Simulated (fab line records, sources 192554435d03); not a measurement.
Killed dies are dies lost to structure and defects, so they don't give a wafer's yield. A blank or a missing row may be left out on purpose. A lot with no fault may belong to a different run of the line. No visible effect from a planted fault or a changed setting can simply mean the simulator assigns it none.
Split-lot study / flow n5 finfet / 21 wafers read from 7 lots, route of 1938 steps

THE SPLIT
At N5_BEOL_M9_EXPOSE_25 (exposes mask V8), the setting dose mj was moved away from the recipe's 37.25 on 11 of the 21 wafers read, by -4.1% to +7.5%. The other wafers ran this setting at the recipe's value.

FROM THE SPLIT TO THE READING: what the file shows between them, 2 steps
- N5_BEOL_M9_PEB_26: peb time 60 s
- N5_BEOL_M9_DEVELOP_27: develop time 30 s

THE READING
cd nm at N5_BEOL_M9_CD_MEAS_28, given in nm (cd target 70 nm). Typical for fault-free wafers on this fab line: 70.05 nm, with standard deviation 0.24 nm.

wafer=L076.3; tool, chamber at the split=euv scanner-02, 0; dose mj as run=38.59; against the recipe=+3.6%; cd nm, nm=71.14; against lot-mates on the recipe=+0.72
wafer=L076.5; tool, chamber at the split=euv scanner-02, 0; dose mj as run=38.59; against the recipe=+3.6%; cd nm, nm=71.02; against lot-mates on the recipe=+0.60
wafer=L076.6; tool, chamber at the split=euv scanner-02, 0; dose mj as run=37.25; against the recipe=recipe; cd nm, nm=70.42; against lot-mates on the recipe=-
wafer=L080.2; tool, chamber at the split=euv scanner-02, 0; dose mj as run=37.25; against the recipe=recipe; cd nm, nm=69.75; against lot-mates on the recipe=-
wafer=L080.5; tool, chamber at the split=euv scanner-02, 0; dose mj as run=40.03; against the recipe=+7.5%; cd nm, nm=71.76; against lot-mates on the recipe=+2.01
wafer=L080.6; tool, chamber at the split=euv scanner-02, 0; dose mj as run=40.03; against the recipe=+7.5%; cd nm, nm=71.88; against lot-mates on the recipe=+2.13
wafer=L082.3; tool, chamber at the split=euv scanner-02, 0; dose mj as run=38.49; against the recipe=+3.3%; cd nm, nm=70.78; against lot-mates on the recipe=+0.75
wafer=L082.5; tool, chamber at the split=euv scanner-02, 0; dose mj as run=37.25; against the recipe=recipe; cd nm, nm=70.03; against lot-mates on the recipe=-
wafer=L082.6; tool, chamber at the split=euv scanner-02, 0; dose mj as run=38.49; against the recipe=+3.3%; cd nm, nm=70.95; against lot-mates on the recipe=+0.92
wafer=L084.1; tool, chamber at the split=euv scanner-01, 0; dose mj as run=36.1; against the recipe=-3.1%; cd nm, nm=69.11; against lot-mates on the recipe=-0.75
wafer=L084.2; tool, chamber at the split=euv scanner-01, 0; dose mj as run=37.25; against the recipe=recipe; cd nm, nm=69.86; against lot-mates on the recipe=-
wafer=L084.6; tool, chamber at the split=euv scanner-01, 0; dose mj as run=36.1; against the recipe=-3.1%; cd nm, nm=69.17; against lot-mates on the recipe=-0.69
wafer=L094.1; tool, chamber at the split=euv scanner-02, 0; dose mj as run=37.25; against the recipe=recipe; cd nm, nm=70.27; against lot-mates on the recipe=-
wafer=L094.4; tool, chamber at the split=euv scanner-02, 0; dose mj as run=37.25; against the recipe=recipe; cd nm, nm=70.25; against lot-mates on the recipe=-
wafer=L094.5; tool, chamber at the split=euv scanner-02, 0; dose mj as run=37.25; against the recipe=recipe; cd nm, nm=70.32; against lot-mates on the recipe=-
wafer=L089.1; tool, chamber at the split=euv scanner-01, 0; dose mj as run=35.74; against the recipe=-4.1%; cd nm, nm=69.05; against lot-mates on the recipe=-1.48
wafer=L089.4; tool, chamber at the split=euv scanner-01, 0; dose mj as run=37.25; against the recipe=recipe; cd nm, nm=70.48; against lot-mates on the recipe=-
wafer=L089.6; tool, chamber at the split=euv scanner-01, 0; dose mj as run=37.25; against the recipe=recipe; cd nm, nm=70.58; against lot-mates on the recipe=-
wafer=L091.3; tool, chamber at the split=euv scanner-01, 0; dose mj as run=37.25; against the recipe=recipe; cd nm, nm=70.48; against lot-mates on the recipe=-
wafer=L091.4; tool, chamber at the split=euv scanner-01, 0; dose mj as run=36.3; against the recipe=-2.6%; cd nm, nm=69.27; against lot-mates on the recipe=-1.21
wafer=L091.5; tool, chamber at the split=euv scanner-01, 0; dose mj as run=36.3; against the recipe=-2.6%; cd nm, nm=69.45; against lot-mates on the recipe=-1.03

FIT RESULTS
A straight line over all 21 wafers: cd nm changes by +0.247 nm for each +1% of dose mj; r = +0.96; the points scatter about the line by 0.24 nm.
The same after taking each lot's own level away (the mean of its wafers on the recipe; 21 wafers): +0.281 nm for each +1%; r = +0.98; scatter 0.19 nm.
The reading moves by 2.1 nm for the largest change in dose mj, on that fit.
Measured against the standard deviation above, the lots' own levels, which go from 69.750 to 70.530 nm, span 3.3 times it.
So the slope is not independent of the lot-to-lot level: the two fits are not the same.
Check: for one of the wafers moved furthest among these (+7.5%), held out of the fit, the line's prediction against its lot-mates is +2.02 nm. Against them it came out at +2.01 nm.

FURTHER SPLITS ON THESE WAFERS
Note: prior to the reading, these wafers also went through further splits. Each is held against what the fit with the lots' levels taken away leaves over:
other split on the same wafers=N5_BEOL_M8_EXPOSE_08 dose mj; wafers away from the commonest value=7; r with cd nm (lot level and that fit taken away)=+0.40
other split on the same wafers=N5_BEOL_M9_ILD_DEP_00 time s; wafers away from the commonest value=2; r with cd nm (lot level and that fit taken away)=-0.37

FILE'S OWN FIT
cd nm changes by +0.283 nm for each +1% of dose mj, r = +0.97.
